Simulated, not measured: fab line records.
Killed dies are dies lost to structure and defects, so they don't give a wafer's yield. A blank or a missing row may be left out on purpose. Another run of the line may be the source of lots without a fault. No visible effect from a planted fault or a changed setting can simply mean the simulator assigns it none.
A single fault, viewed from 2 desks | flow n5Finfet | what lay behind the numbers comes last; until then each desk has only its own

== DESK OF THE TOOL OWNER: rieDiel-03 ==
The tool's own readings at N5_BEOL_M10_ETCH_61 (etches SiARC in CF4, target depth 39 nm, time 65 s): means of the sampled wafers that have a number, for each lot that ran on this tool. Any lot whose mean is over 4 standard deviations away from the usual mean is out of limits and marked OUT; that distance is given in the brackets. Shown are 7 of the 9 readings it has, namely the first that went out of limits plus those furthest out on some lot.
Columns: A = biasW at N5_BEOL_M10_ETCH_61, usual 36.00 W; B = cf4FlowSccm at N5_BEOL_M10_ETCH_61, usual 100.0 sccm; C = drypumpMotorCurrentA at N5_BEOL_M10_ETCH_61, usual 5.6 A; D = etchRfOnTimeS at N5_BEOL_M10_ETCH_61, usual 64.5 s; E = rfFwdPowerW at N5_BEOL_M10_ETCH_61, usual 539.4 W; F = showerheadPlenumPTorr at N5_BEOL_M10_ETCH_61, usual 2.12 Torr; G = throttleValvePct at N5_BEOL_M10_ETCH_61, usual 15.60 %
lot  | first seen here | A     | B                      | C   | D    | E     | F               | G
L583 | day 9 18:09     | 36.11 | 100.2                  | 5.7 | 63.8 | 542.0 | 2.10            | 15.56
L584 | day 10 20:02    | 36.00 | 99.8                   | 5.9 | 63.4 | 540.7 | 2.10            | 15.63
L593 | day 13 02:10    | 35.98 | 99.9                   | 5.7 | 63.5 | 541.7 | 2.09            | 15.63
L600 | day 14 09:21    | 35.96 | 69.8 (-99 or more) OUT | 5.8 | 67.3 | 541.4 | 1.88            | 14.43 (-9.0) OUT
L601 | day 14 18:06    | 36.02 | 69.9 (-99 or more) OUT | 6.0 | 67.0 | 538.7 | 1.84 (-4.2) OUT | 14.42 (-9.1) OUT
Finding of this desk: L600, L601 out of limits; the first was L600 at day 14 09:21, on cf4FlowSccm at N5_BEOL_M10_ETCH_61. L583, L584, L593 stayed within limits.

== METROLOGY DESK ==
What the gauges read, lot by lot, whatever tool the lot ran on: means of the sampled wafers that have a number. Any lot whose mean is over 4 standard deviations away from the usual mean is out of limits and marked OUT; that distance is given in the brackets.
Columns: A = cdNm at N5_BEOL_M10_CD_MEAS_18, usual 70.1 nm
lot  | first seen here | A
L581 | day 9 12:19     | 70.3
L583 | day 9 18:34     | 69.0
L584 | day 10 20:28    | 70.2
L586 | day 11 02:37    | 69.7
L587 | day 11 09:25    | 69.8
L593 | day 13 02:35    | 70.2
L600 | day 14 10:00    | 70.8
L601 | day 14 18:31    | 69.9
L602 | day 14 23:05    | 70.6
L603 | day 15 18:34    | 69.9
Result from this desk: across the 10 lots, nothing is out of limits.

== ALL TOGETHER ==
The tool owner's desk could have raised an alarm at day 14 09:21, on L600, L601.
The metrology desk saw nothing out of limits.
The metrology desk has L600, L601 on record, within its limits.
Of the lots named, all ran N5_BEOL_M10_ETCH_61 on rieDiel-03.

== WHAT THE SIMULATOR HAD INSERTED ==
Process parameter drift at N5_BEOL_M10_ETCH_61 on rieDiel-03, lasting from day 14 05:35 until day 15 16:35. Setting cf4FlowSccm, moved by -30, from 100. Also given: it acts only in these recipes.
Lots struck among those shown: L600, L601.
Hours from the fault's start to each desk's first reading out of limits: the tool owner's desk, 4.
